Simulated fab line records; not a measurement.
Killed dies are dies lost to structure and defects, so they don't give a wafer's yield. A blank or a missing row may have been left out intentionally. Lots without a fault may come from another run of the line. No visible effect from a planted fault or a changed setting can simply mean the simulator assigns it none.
fab line records + flow n5_finfet
record:
- lots: 15
- wafers: 45
- last_day: 17
route steps=1938 shown STI_FIN_REVEAL@191 DUMMY_GATE@229
lots untouched by any fault: they come from a run of this same line in which no faults occurred
start_h: hours from the record's first day to the start of the lot's first wafer shown + wait_h: time in hours since the lot's previous step + " identical to the entry in the row above + L1.1+2: a single row standing in for several wafers + - either no value or no given start + * or withheld: withheld + < > ~ a bound
route shown NAME@n: NAME is a module with steps in the file, n the number in the route of the first one + usual: average and standard deviation across the fault-free wafers + same: alike in all rows + chamber/n: place in a boat + sites: the reading at each site + _std_site: standard deviation across them + _edge_site: inner sites' mean taken away from outer sites' mean + radius_mm: how far each site lies from the wafer's centre + mask NAME#n: copy n + behind: the most recent tool/chamber to have shaped the wafer + hold: cause of the lot's hold/its duration in hours/its outcome + device: transistor that didn't switch, given as n, p or np + end of line: the tests these same wafers got at the end of their route + step lacking rows: just its recipe + killed: dies lost to structure and defects at the first sort, not the wafer's yield + map: shows each die of a wafer: x if killed, . if not, _ if none is there
set.NAME: the setting the step ran with; set.NAME@STEP: the setting that earlier step ran with + model.NAME: the simulator's own value behind a step, which no gauge read
route steps across a sampled set of lots; one table per step, one row per wafer
services: from which hour (start_h, from the record's first day; less than 0 if before it) a tool's chamber was out of use, for how many hours, and why
== steps ==
step: N5_STI_FIN_REVEAL_STRIP_24
recipe:
- chemistry: N2/H2
- time_s: 90
- power_w: 100
- temp_c: 40
- pressure_mtorr: 100
- rf_frequency_hz: 6e+07
- bias_power_w: 3
- n2_flow_sccm: 300
- h2_flow_sccm: 300
usual:
- chamber_pressure_mTorr: 100.00/0.092
- drypump_motor_current_A: 5.6/0.5
- oes_product_au: 0.79/0.098
- rf_vpp_V: 45.4/0.86
- showerhead_plenum_p_Torr: 3.38/0.11
- throttle_valve_pct: 12.28/0.29
| lot.wafer | tool        | chamber | start_h | wait_h | chamber_pressure_mTorr | drypump_motor_current_A | oes_product_au | rf_hours_counter_h | rf_vpp_V | showerhead_plenum_p_Torr | throttle_valve_pct |
|-----------|-------------|---------|---------|--------|------------------------|-------------------------|----------------|--------------------|----------|--------------------------|--------------------|
| L497.1    | rie_diel-01 | 2       | 35.36   | 0.0    | 99.99                  | 6.2                     | 0.71           | 205                | 46.1     | 3.47                     | 12.43              |
| L497.4    | "           | 1       | "       | "      | 100.00                 | 5.0                     | 0.77           | -                  | 45.6     | 3.28                     | 12.54              |
| L497.6    | "           | 3       | "       | "      | 100.14                 | 5.4                     | 0.68           | -                  | 44.7     | 3.30                     | 12.44              |
| L498.1    | rie_diel-01 | 2       | 42.37   | 0.0    | 99.93                  | 6.2                     | 0.72           | 209                | 46.3     | 3.47                     | 12.41              |
| L498.2    | "           | 1       | "       | "      | 99.83                  | 5.0                     | 0.77           | 123                | 43.5     | 3.28                     | 12.57              |
| L498.4    | "           | 2       | "       | "      | 100.18                 | 6.2                     | 0.71           | -                  | 45.6     | 3.47                     | 12.41              |
| L499.1    | rie_diel-06 | 0       | 47.17   | 0.0    | 99.94                  | 5.7                     | 0.95           | 8                  | 44.6     | 3.59                     | 11.84              |
| L499.3    | "           | 2       | "       | "      | 100.02                 | 5.6                     | 0.75           | 161                | 44.5     | 3.51                     | 12.61              |
| L499.5    | "           | 0       | "       | "      | 99.95                  | 5.7                     | 0.95           | -                  | 45.5     | 3.59                     | 11.83              |
| L501.1    | rie_diel-01 | 3       | 57.57   | 0.0    | 100.07                 | 5.4                     | 0.68           | 265                | 45.2     | 3.29                     | 12.46              |
| L501.3    | "           | 1       | "       | "      | 99.96                  | 5.1                     | 0.76           | 128                | 46.2     | 3.28                     | 12.57              |
| L501.5    | "           | 1       | "       | "      | 99.73                  | 5.1                     | 0.76           | -                  | 45.1     | 3.28                     | 12.58              |
| L502.1    | rie_diel-02 | 3       | 63.89   | 0.0    | 100.09                 | 6.1                     | 0.70           | 220                | 45.9     | 3.31                     | 12.45              |
| L502.2    | "           | 0       | "       | "      | 99.93                  | 5.5                     | 0.66           | 249                | 44.5     | 3.20                     | 12.60              |
| L502.4    | "           | 2       | "       | "      | 99.96                  | 5.8                     | 0.69           | 240                | 44.8     | 3.49                     | 12.54              |
| L505.1    | rie_diel-06 | 2       | 83.26   | 0.0    | 100.06                 | 5.6                     | 0.74           | 174                | 44.6     | 3.50                     | 12.65              |
| L505.4    | "           | 0       | "       | "      | 99.87                  | 5.7                     | 0.91           | 22                 | 45.3     | 3.58                     | 11.86              |
| L505.6    | "           | 2       | "       | "      | 100.05                 | 5.6                     | 0.74           | -                  | 45.2     | 3.50                     | 12.66              |
| L507.1    | rie_diel-01 | 2       | 96.90   | 0.0    | 100.03                 | 6.2                     | 0.69           | 232                | 43.9     | 3.46                     | 12.46              |
| L507.2    | "           | 0       | "       | "      | 99.97                  | 4.7                     | 0.75           | 171                | 45.5     | 3.38                     | 12.18              |
| L507.3    | "           | 1       | "       | "      | 100.06                 | 5.1                     | 0.75           | 147                | 45.4     | 3.27                     | 12.62              |
| L508.2    | rie_diel-02 | 0       | 101.49  | 0.0    | 100.18                 | 5.5                     | 0.96           | 7                  | 45.2     | 3.60                     | 12.00              |
| L508.3    | "           | 1       | "       | "      | 99.80                  | 6.4                     | 0.81           | 120                | 45.8     | 3.27                     | 12.00              |
| L508.6    | "           | 3       | "       | "      | 100.09                 | 6.2                     | 0.69           | -                  | 47.0     | 3.31                     | 12.48              |
| L509.3    | rie_diel-01 | 1       | 107.17  | 0.0    | 100.16                 | 5.0                     | 0.74           | 150                | 46.5     | 3.27                     | 12.62              |
| L509.4    | "           | 2       | "       | "      | 99.98                  | 6.2                     | 0.70           | 236                | 44.5     | 3.45                     | 12.48              |
| L509.6    | "           | 0       | "       | "      | 100.07                 | 4.7                     | 0.75           | -                  | 45.8     | 3.38                     | 12.19              |
| L510.1    | rie_diel-01 | 3       | 113.54  | 0.0    | 100.13                 | 5.4                     | 0.92           | 16                 | 44.8     | 3.28                     | 11.87              |
| L510.2    | "           | 0       | "       | "      | 100.00                 | 4.7                     | 0.75           | 178                | 44.8     | 3.38                     | 12.20              |
| L510.5    | "           | 1       | "       | "      | 100.03                 | 5.0                     | 0.74           | -                  | 45.4     | 3.26                     | 12.63              |
| L514.1    | rie_diel-02 | 0       | 137.54  | 0.0    | 99.94                  | 5.6                     | 0.92           | 22                 | 45.7     | 3.59                     | 12.06              |
| L514.4    | "           | 2       | "       | "      | 100.12                 | 5.8                     | 0.94           | 5                  | 45.2     | 3.48                     | 11.96              |
| L514.5    | "           | 1       | "       | "      | 99.99                  | 6.3                     | 0.80           | -                  | 45.3     | 3.26                     | 12.04              |
| L517.2    | rie_diel-01 | 1       | 159.49  | 0.0    | 100.00                 | 5.0                     | 0.73           | 170                | 44.4     | 3.26                     | 12.68              |
| L517.3    | "           | 3       | "       | "      | 99.94                  | 5.4                     | 0.90           | 32                 | 44.9     | 3.27                     | 11.90              |
| L517.6    | "           | 3       | "       | "      | 99.99                  | 5.4                     | 0.90           | -                  | 45.3     | 3.28                     | 11.91              |
| L518.1    | rie_diel-06 | 1       | 159.94  | 0.0    | 100.11                 | 6.3                     | 0.96           | 11                 | 45.9     | 3.31                     | 11.77              |
| L518.2    | "           | 0       | "       | "      | 100.10                 | 5.7                     | 0.87           | 52                 | 45.4     | 3.57                     | 11.93              |
| L518.3    | "           | 3       | "       | "      | 99.94                  | 5.6                     | 0.83           | 83                 | 44.5     | 3.28                     | 12.21              |
| L519.1    | rie_diel-02 | 2       | 166.04  | 0.0    | 99.84                  | 5.8                     | 0.91           | 16                 | 45.9     | 3.47                     | 11.99              |
| L519.4    | "           | 0       | "       | "      | 100.02                 | 5.5                     | 0.90           | -                  | 45.6     | 3.58                     | 12.07              |
| L519.5    | "           | 1       | "       | "      | 99.92                  | 6.4                     | 0.78           | -                  | 43.9     | 3.26                     | 12.06              |
| L520.2    | rie_diel-01 | 1       | 171.01  | 0.0    | 99.97                  | 5.1                     | 0.72           | 175                | 46.2     | 3.25                     | 12.70              |
| L520.4    | "           | 2       | "       | "      | 100.05                 | 6.2                     | 0.97           | -                  | 45.6     | 3.45                     | 11.86              |
| L520.5    | "           | 0       | "       | "      | 100.05                 | 4.7                     | 0.73           | -                  | 45.7     | 3.36                     | 12.26              |
step: N5_DUMMY_GATE_PEB_13
recipe:
- peb_temp_c: 100
- peb_time_s: 60
- resist: CAR-EUV
usual:
- chill_plate_temp_C: 22.99/0.1
- exhaust_pa: 45.1/0.8
| lot.wafer | tool           | chamber | start_h | wait_h | chill_plate_temp_C | exhaust_pa |
|-----------|----------------|---------|---------|--------|--------------------|------------|
| L497.1    | litho_track-03 | 0       | 47.38   | 0.1    | 22.89              | 45.1       |
| L497.4    | "              | 0       | "       | "      | 22.92              | 45.8       |
| L497.6    | "              | 0       | "       | "      | 22.96              | 44.9       |
| L498.1    | litho_track-04 | 0       | 55.78   | 0.1    | 22.98              | 45.9       |
| L498.2    | "              | 0       | "       | "      | 23.00              | 45.3       |
| L498.4    | "              | 0       | "       | "      | 23.13              | 45.7       |
| L499.1    | litho_track-03 | 0       | 58.83   | 0.1    | 23.12              | 45.0       |
| L499.3    | "              | 0       | "       | "      | 23.16              | 44.7       |
| L499.5    | "              | 0       | "       | "      | 23.24              | 45.1       |
| L501.1    | litho_track-03 | 0       | 69.43   | 0.1    | 22.94              | 45.7       |
| L501.3    | "              | 0       | "       | "      | 22.91              | 45.0       |
| L501.5    | "              | 0       | "       | "      | 22.98              | 45.6       |
| L502.1    | litho_track-02 | 0       | 75.36   | 0.1    | 23.09              | 45.0       |
| L502.2    | "              | 0       | "       | "      | 23.05              | 44.3       |
| L502.4    | "              | 0       | "       | "      | 23.19              | 45.2       |
| L505.1    | litho_track-04 | 0       | 95.59   | 0.1    | 22.92              | 45.7       |
| L505.4    | "              | 0       | "       | "      | 22.92              | 44.0       |
| L505.6    | "              | 0       | "       | "      | 22.74              | 45.2       |
| L507.1    | litho_track-04 | -       | 110.31  | 0.1    | -                  | -          |
| L507.2    | "              | -       | "       | "      | -                  | -          |
| L507.3    | "              | -       | "       | "      | -                  | -          |
| L508.2    | litho_track-03 | -       | 113.06  | 0.0    | -                  | -          |
| L508.3    | "              | -       | "       | "      | -                  | -          |
| L508.6    | "              | -       | "       | "      | -                  | -          |
| L509.3    | litho_track-03 | -       | 118.61  | 0.0    | -                  | -          |
| L509.4    | "              | -       | "       | "      | -                  | -          |
| L509.6    | "              | -       | "       | "      | -                  | -          |
| L510.1    | litho_track-04 | 0       | 126.81  | 0.1    | 22.98              | 44.5       |
| L510.2    | "              | 0       | "       | "      | 23.14              | 44.3       |
| L510.5    | "              | 0       | "       | "      | 23.19              | 45.5       |
| L514.1    | litho_track-02 | 0       | 152.78  | 0.1    | 22.96              | 44.6       |
| L514.4    | "              | 0       | "       | "      | 22.99              | 44.2       |
| L514.5    | "              | 0       | "       | "      | 22.98              | 45.2       |
| L517.2    | litho_track-04 | 0       | 171.14  | 0.0    | 22.90              | 44.6       |
| L517.3    | "              | 0       | "       | "      | 22.99              | 45.2       |
| L517.6    | "              | 0       | "       | "      | 22.87              | 45.4       |
| L518.1    | litho_track-03 | 0       | 171.64  | 0.1    | 22.97              | 46.3       |
| L518.2    | "              | 0       | "       | "      | 22.93              | 45.6       |
| L518.3    | "              | 0       | "       | "      | 22.95              | 45.1       |
| L519.1    | litho_track-03 | 0       | 178.93  | 0.1    | 23.01              | 44.3       |
| L519.4    | "              | 0       | "       | "      | 22.99              | 45.9       |
| L519.5    | "              | 0       | "       | "      | 23.20              | 44.7       |
| L520.2    | litho_track-04 | 0       | 182.56  | 0.0    | 23.01              | 44.8       |
| L520.4    | "              | 0       | "       | "      | 22.87              | 44.8       |
| L520.5    | "              | 0       | "       | "      | 22.97              | 46.3       |
step: N5_DUMMY_GATE_ETCH_37
recipe:
- chemistry: N2/H2
- target: SOC
- target_depth_a: 600
- overetch_a: 300
- temp_c: 40
- ion_energy_ev: 200
- pressure_mtorr: 30
- source_w: 840
- bias_w: 150
- n2_flow_sccm: 200
- h2_flow_sccm: 200
usual:
- chamber_pressure_mTorr: 29.996/0.029
- drypump_motor_current_A: 5.86/0.24
- oes_product_au: 0.61/0.049
- rf_vpp_V: 522.8/2.6
- showerhead_plenum_p_Torr: 2.51/0.089
- throttle_valve_pct: 17.93/0.16
| lot.wafer | tool        | chamber | start_h | wait_h | chamber_pressure_mTorr | drypump_motor_current_A | oes_product_au | rf_hours_counter_h | rf_vpp_V | showerhead_plenum_p_Torr | throttle_valve_pct |
|-----------|-------------|---------|---------|--------|------------------------|-------------------------|----------------|--------------------|----------|--------------------------|--------------------|
| L497.1    | rie_diel-05 | 2       | 47.72   | 0.0    | 29.973                 | 5.81                    | 0.74           | 17                 | 528.7    | 2.72                     | 17.91              |
| L497.4    | "           | 0       | "       | "      | 30.044                 | 5.82                    | 0.57           | 187                | 524.4    | 2.53                     | 18.16              |
| L497.6    | "           | 1       | "       | "      | 29.976                 | 5.68                    | 0.57           | -                  | 522.8    | 2.52                     | 17.90              |
| L498.1    | rie_diel-04 | 1       | 56.13   | 0.0    | 29.990                 | 6.03                    | 0.70           | 40                 | 521.3    | 2.50                     | 17.58              |
| L498.2    | "           | 3       | "       | "      | 29.967                 | 6.24                    | 0.61           | 138                | 522.7    | 2.56                     | 18.06              |
| L498.4    | "           | 0       | "       | "      | 30.006                 | 5.54                    | 0.60           | 150                | 522.0    | 2.43                     | 17.82              |
| L499.1    | rie_diel-04 | 0       | 59.17   | 0.0    | 29.951                 | 5.53                    | 0.60           | 151                | 519.7    | 2.43                     | 17.84              |
| L499.3    | "           | 2       | "       | "      | 29.985                 | 5.61                    | 0.57           | 217                | 520.3    | 2.41                     | 17.77              |
| L499.5    | "           | 2       | "       | "      | 30.012                 | 5.63                    | 0.56           | -                  | 521.9    | 2.41                     | 17.78              |
| L501.1    | rie_diel-05 | 3       | 70.12   | 0.0    | 30.002                 | 6.03                    | 0.61           | 118                | 520.6    | 2.45                     | 17.80              |
| L501.3    | "           | 2       | "       | "      | 29.950                 | 5.83                    | 0.72           | 24                 | 528.3    | 2.71                     | 17.90              |
| L501.5    | "           | 3       | "       | "      | 29.931                 | 6.04                    | 0.61           | -                  | 521.7    | 2.45                     | 17.82              |
| L502.1    | rie_diel-04 | 2       | 75.70   | 0.0    | 30.018                 | 5.64                    | 0.56           | 221                | 520.3    | 2.40                     | 17.77              |
| L502.2    | "           | 1       | "       | "      | 29.972                 | 6.02                    | 0.70           | 46                 | 522.2    | 2.50                     | 17.59              |
| L502.4    | "           | 3       | "       | "      | 30.015                 | 6.23                    | 0.60           | 144                | 523.1    | 2.56                     | 18.06              |
| L505.1    | rie_diel-05 | 1       | 95.94   | 0.0    | 30.009                 | 5.68                    | 0.56           | 216                | 522.8    | 2.52                     | 17.93              |
| L505.4    | "           | 3       | "       | "      | 30.020                 | 5.99                    | 0.60           | 125                | 520.7    | 2.44                     | 17.81              |
| L505.6    | "           | 3       | "       | "      | 29.976                 | 5.99                    | 0.61           | -                  | 521.2    | 2.44                     | 17.82              |
| L507.1    | rie_diel-03 | 0       | 110.66  | 0.0    | 29.961                 | 6.25                    | 0.58           | 156                | 524.2    | 2.54                     | 18.08              |
| L507.2    | "           | 1       | "       | "      | 29.989                 | 5.61                    | 0.61           | 149                | 520.1    | 2.45                     | 18.08              |
| L507.3    | "           | 2       | "       | "      | 29.996                 | 5.73                    | 0.62           | 129                | 525.9    | 2.64                     | 17.83              |
| L508.2    | rie_diel-05 | 0       | 113.40  | 0.0    | 29.997                 | 5.82                    | 0.56           | 205                | 522.0    | 2.52                     | 18.20              |
| L508.3    | "           | 1       | "       | "      | 29.979                 | 5.69                    | 0.55           | 220                | 522.4    | 2.51                     | 17.92              |
| L508.6    | "           | 3       | "       | "      | 30.006                 | 6.00                    | 0.60           | -                  | 522.4    | 2.44                     | 17.82              |
| L509.3    | rie_diel-04 | 1       | 119.21  | 0.0    | 29.972                 | 6.03                    | 0.69           | 60                 | 523.3    | 2.49                     | 17.61              |
| L509.4    | "           | 0       | "       | "      | 30.037                 | 5.57                    | 0.59           | 170                | 520.9    | 2.42                     | 17.87              |
| L509.6    | "           | 0       | "       | "      | 30.024                 | 5.59                    | 0.58           | -                  | 518.3    | 2.42                     | 17.87              |
| L510.1    | rie_diel-04 | 3       | 127.15  | 0.0    | 29.968                 | 6.22                    | 0.61           | 160                | 523.7    | 2.55                     | 18.11              |
| L510.2    | "           | 1       | "       | "      | 30.042                 | 6.03                    | 0.68           | 62                 | 520.7    | 2.49                     | 17.62              |
| L510.5    | "           | 1       | "       | "      | 29.995                 | 6.00                    | 0.68           | -                  | 522.4    | 2.49                     | 17.62              |
| L514.1    | rie_diel-03 | 0       | 153.14  | 0.0    | 30.098                 | 6.29                    | 0.59           | 168                | 524.7    | 2.53                     | 18.10              |
| L514.4    | "           | 2       | "       | "      | 29.974                 | 5.73                    | 0.62           | 143                | 526.8    | 2.64                     | 17.85              |
| L514.5    | "           | 2       | "       | "      | 29.964                 | 5.69                    | 0.61           | -                  | 527.0    | 2.64                     | 17.84              |
| L517.2    | rie_diel-04 | 3       | 171.48  | 0.0    | 30.037                 | 6.21                    | 0.59           | 172                | 522.5    | 2.54                     | 18.15              |
| L517.3    | "           | 1       | "       | "      | 29.982                 | 6.01                    | 0.67           | 76                 | 521.3    | 2.48                     | 17.65              |
| L517.6    | "           | 1       | "       | "      | 29.990                 | 6.03                    | 0.67           | -                  | 521.8    | 2.48                     | 17.64              |
| L518.1    | rie_diel-04 | 3       | 171.99  | 0.0    | 30.011                 | 6.22                    | 0.59           | 173                | 523.8    | 2.54                     | 18.12              |
| L518.2    | "           | 1       | "       | "      | 29.998                 | 6.04                    | 0.67           | 76                 | 521.2    | 2.48                     | 17.65              |
| L518.3    | "           | 0       | "       | "      | 29.949                 | 5.51                    | 0.58           | 184                | 521.4    | 2.42                     | 17.90              |
| L519.1    | rie_diel-03 | 0       | 179.27  | 0.0    | 29.989                 | 6.28                    | 0.57           | 177                | 524.3    | 2.53                     | 18.11              |
| L519.4    | "           | 2       | "       | "      | 30.000                 | 5.74                    | 0.61           | -                  | 527.4    | 2.63                     | 17.86              |
| L519.5    | "           | 0       | "       | "      | 30.026                 | 6.27                    | 0.58           | -                  | 524.1    | 2.53                     | 18.13              |
| L520.2    | rie_diel-05 | 0       | 182.97  | 0.0    | 29.958                 | 5.80                    | 0.55           | 227                | 523.7    | 2.51                     | 18.22              |
| L520.4    | "           | 3       | "       | "      | 29.955                 | 5.98                    | 0.59           | 151                | 520.6    | 2.43                     | 17.88              |
| L520.5    | "           | 0       | "       | "      | 29.988                 | 5.81                    | 0.55           | -                  | 522.6    | 2.51                     | 18.22              |
step: N5_DUMMY_GATE_CD_MEAS_50
recipe:
- target_cd_nm: 14
usual:
- cd_nm: 13.9/0.36
| lot.wafer | tool      | chamber | start_h | wait_h | cd_nm |
|-----------|-----------|---------|---------|--------|-------|
| L497.1    | cd_sem-01 | -       | 47.95   | 0.0    | 13.1  |
| L497.4    | "         | -       | "       | "      | 14.5  |
| L497.6    | "         | -       | "       | "      | 13.6  |
| L498.1    | cd_sem-03 | -       | 56.36   | 0.0    | 13.6  |
| L498.2    | "         | -       | "       | "      | 13.6  |
| L498.4    | "         | -       | "       | "      | 14.2  |
| L499.1    | cd_sem-01 | -       | 59.40   | 0.0    | 13.7  |
| L499.3    | "         | -       | "       | "      | 13.7  |
| L499.5    | "         | -       | "       | "      | 13.9  |
| L501.1    | cd_sem-01 | -       | 70.43   | 0.0    | 14.2  |
| L501.3    | "         | -       | "       | "      | 13.7  |
| L501.5    | "         | -       | "       | "      | 14.2  |
| L502.1    | cd_sem-01 | -       | 75.93   | 0.0    | 13.8  |
| L502.2    | "         | -       | "       | "      | 14.2  |
| L502.4    | "         | -       | "       | "      | 14.3  |
| L505.1    | cd_sem-02 | -       | 96.18   | 0.0    | 13.7  |
| L505.4    | "         | -       | "       | "      | 13.5  |
| L505.6    | "         | -       | "       | "      | 13.5  |
| L507.1    | cd_sem-01 | -       | 110.96  | 0.0    | -     |
| L507.2    | "         | -       | "       | "      | -     |
| L507.3    | "         | -       | "       | "      | -     |
| L508.2    | cd_sem-02 | -       | 113.63  | 0.0    | -     |
| L508.3    | "         | -       | "       | "      | -     |
| L508.6    | "         | -       | "       | "      | -     |
| L509.3    | cd_sem-01 | -       | 119.44  | 0.0    | -     |
| L509.4    | "         | -       | "       | "      | -     |
| L509.6    | "         | -       | "       | "      | -     |
| L510.1    | cd_sem-03 | -       | 127.38  | 0.0    | 14.1  |
| L510.2    | "         | -       | "       | "      | 13.9  |
| L510.5    | "         | -       | "       | "      | 14.1  |
| L514.1    | cd_sem-03 | -       | 153.38  | 0.0    | 14.1  |
| L514.4    | "         | -       | "       | "      | 14.3  |
| L514.5    | "         | -       | "       | "      | 13.8  |
| L517.2    | cd_sem-03 | -       | 171.72  | 0.0    | 13.8  |
| L517.3    | "         | -       | "       | "      | 13.3  |
| L517.6    | "         | -       | "       | "      | 14.2  |
| L518.1    | cd_sem-03 | -       | 172.22  | 0.0    | 13.7  |
| L518.2    | "         | -       | "       | "      | 13.5  |
| L518.3    | "         | -       | "       | "      | 13.4  |
| L519.1    | cd_sem-01 | -       | 179.50  | 0.0    | 14.0  |
| L519.4    | "         | -       | "       | "      | 13.9  |
| L519.5    | "         | -       | "       | "      | 13.8  |
| L520.2    | cd_sem-01 | -       | 183.20  | 0.0    | 14.1  |
| L520.4    | "         | -       | "       | "      | 14.0  |
| L520.5    | "         | -       | "       | "      | 14.2  |
== services ==
| tool           | chamber | start_h | hours | kind                          |
|----------------|---------|---------|-------|-------------------------------|
| rie_diel-01    | 2       | 20.42   | 10.9  | repair                        |
| rie_diel-01    | 0       | 24.21   | 21.6  | repair                        |
| rie_diel-06    | 1       | 34.50   | 8.1   | repair                        |
| rie_diel-01    | 1       | 38.11   | 1.3   | repair                        |
| rie_diel-06    | 1       | 44.87   | 4.8   | repair                        |
| rie_diel-01    | 3       | 59.97   | 1.7   | repair                        |
| rie_diel-01    | 3       | 61.78   | -     | clean                         |
| rie_diel-01    | 3       | 61.78   | -     | consumable_replace:focus_ring |
| rie_diel-01    | 3       | 61.78   | 14.4  | scheduled_down                |
| rie_diel-01    | 3       | 61.78   | 14.4  | vent_cycle                    |
| litho_track-03 | -       | 67.12   | -     | consumable_replace:filter     |
| rie_diel-02    | -       | 72.54   | 11.6  | repair                        |
| rie_diel-02    | 2       | 96.77   | 1.5   | repair                        |
| rie_diel-05    | -       | 97.29   | 2.8   | pm                            |
| rie_diel-01    | 3       | 130.35  | 4.5   | repair                        |
| rie_diel-01    | 2       | 147.45  | -     | clean                         |
| rie_diel-01    | 2       | 147.45  | -     | consumable_replace:focus_ring |
| rie_diel-01    | 2       | 147.45  | 14.8  | scheduled_down                |
| rie_diel-01    | 2       | 147.45  | 14.8  | vent_cycle                    |
| rie_diel-01    | -       | 148.96  | 0.1   | repair                        |
| rie_diel-05    | 2       | 156.09  | 5.9   | repair                        |
| rie_diel-02    | 1       | 158.46  | 5.5   | repair                        |
| rie_diel-03    | -       | 158.81  | 0.4   | repair                        |
| rie_diel-04    | 2       | 166.33  | -     | clean                         |
== key ==
first_sign:
- step: N5_DUMMY_GATE_PEB_13
- reading: tool_record
- direction: missing
effect none on later readings
met_at N5_DUMMY_GATE_PEB_13
struck_lots L507,L508,L509
later_rows_left_out L507.1,L507.2,L507.3,L508.2,L508.3,L508.6,L509.3,L509.4,L509.6
sort_left_out L507.1,L507.2,L507.3,L508.2,L508.3,L508.6,L509.3,L509.4,L509.6
not_acting_at N5_STI_FIN_REVEAL_STRIP_24,N5_DUMMY_GATE_ETCH_37,N5_DUMMY_GATE_CD_MEAS_50
onset_between 95.59 110.31
fault:
- kind: skipped_step_whole
- tool: litho_track-03,litho_track-04
- chamber: -
- onset_h: 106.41
- steps: N5_DUMMY_GATE_PEB_13
- scope: struck_lots_only
sort_left_out: the simulated sort isn't trusted on such a fault, so these wafers' sort isn't shown, and their yield isn't known
later_rows_left_out: the simulator's readings of these wafers behind a module that went badly wrong aren't trusted and aren't shown, but for the sort
